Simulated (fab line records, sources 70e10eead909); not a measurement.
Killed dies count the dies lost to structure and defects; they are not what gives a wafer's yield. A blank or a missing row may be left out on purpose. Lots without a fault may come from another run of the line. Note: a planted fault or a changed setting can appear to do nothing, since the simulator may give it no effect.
Matching of chambers :: flow nand_harc :: NHARC_A_STAIRCASE_DEP_471 on pecvd-04 has 3 sister chambers
The step deposits SiO2, target thk 100 nm. 6 wafers are shown with their chamber, then 9 later ones without.

## WAFERS, EACH WITH ITS CHAMBER
wafer: L159.4
chamber: 0
throttle_valve_pct (%): 16.8
heater_power_w (W): 592

wafer: L160.2
chamber: 0
throttle_valve_pct (%): 17.6
heater_power_w (W): 610

wafer: L161.4
chamber: 2
throttle_valve_pct (%): 15.1
heater_power_w (W): 471

wafer: L161.5
chamber: 1
throttle_valve_pct (%): 17.5
heater_power_w (W): 457

wafer: L162.1
chamber: 1
throttle_valve_pct (%): 17.7
heater_power_w (W): 380

wafer: L162.3
chamber: 2
throttle_valve_pct (%): 15.1
heater_power_w (W): 484

## WAFERS WHOSE CHAMBER IS MISSING
wafer: L162.6
throttle_valve_pct (%): 17.3
heater_power_w (W): 470

wafer: L165.1
throttle_valve_pct (%): 17.7
heater_power_w (W): 461

wafer: L165.5
throttle_valve_pct (%): 15.5
heater_power_w (W): 477

wafer: L172.2
throttle_valve_pct (%): 15.5
heater_power_w (W): 510

wafer: L172.3
throttle_valve_pct (%): 16.7
heater_power_w (W): 601

wafer: L172.5
throttle_valve_pct (%): 15.4
heater_power_w (W): 511

wafer: L174.2
throttle_valve_pct (%): 17.3
heater_power_w (W): 487

wafer: L174.5
throttle_valve_pct (%): 16.5
heater_power_w (W): 505

wafer: L174.6
throttle_valve_pct (%): 17.3
heater_power_w (W): 488

## THE CHAMBER EACH PASSED THROUGH
wafer: L162.6
from the rows above: 1
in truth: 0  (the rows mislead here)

wafer: L165.1
from the rows above: 1
in truth: 1

wafer: L165.5
from the rows above: 2
in truth: 2

wafer: L172.2
from the rows above: 2
in truth: 2

wafer: L172.3
from the rows above: 0
in truth: 0

wafer: L172.5
from the rows above: 2
in truth: 2

wafer: L174.2
from the rows above: can't be placed: 1 or 0
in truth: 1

wafer: L174.5
from the rows above: can't be placed: 0 or 1 or 2
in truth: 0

wafer: L174.6
from the rows above: can't be placed: 1 or 0
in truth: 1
5 of 9 placed correctly. Cannot be placed on the basis of these rows: 3; the candidates contain the true chamber in 3. 1 placed wrongly.
How it was worked out, from the rows above alone: a wafer's distance from a chamber is the root of the sum, over the readings, of the square of ((its reading less the chamber's mean) divided by the reading's scatter). The wafer belongs to the nearest chamber; if the next one is less than 2 further off, it can't be placed. The mean given for a chamber averages the wafers shown for that chamber. The scatter: take each reading less its chamber's mean, square it, sum over the shown wafers, divide by the number of wafers less the number of chambers, and take the root.
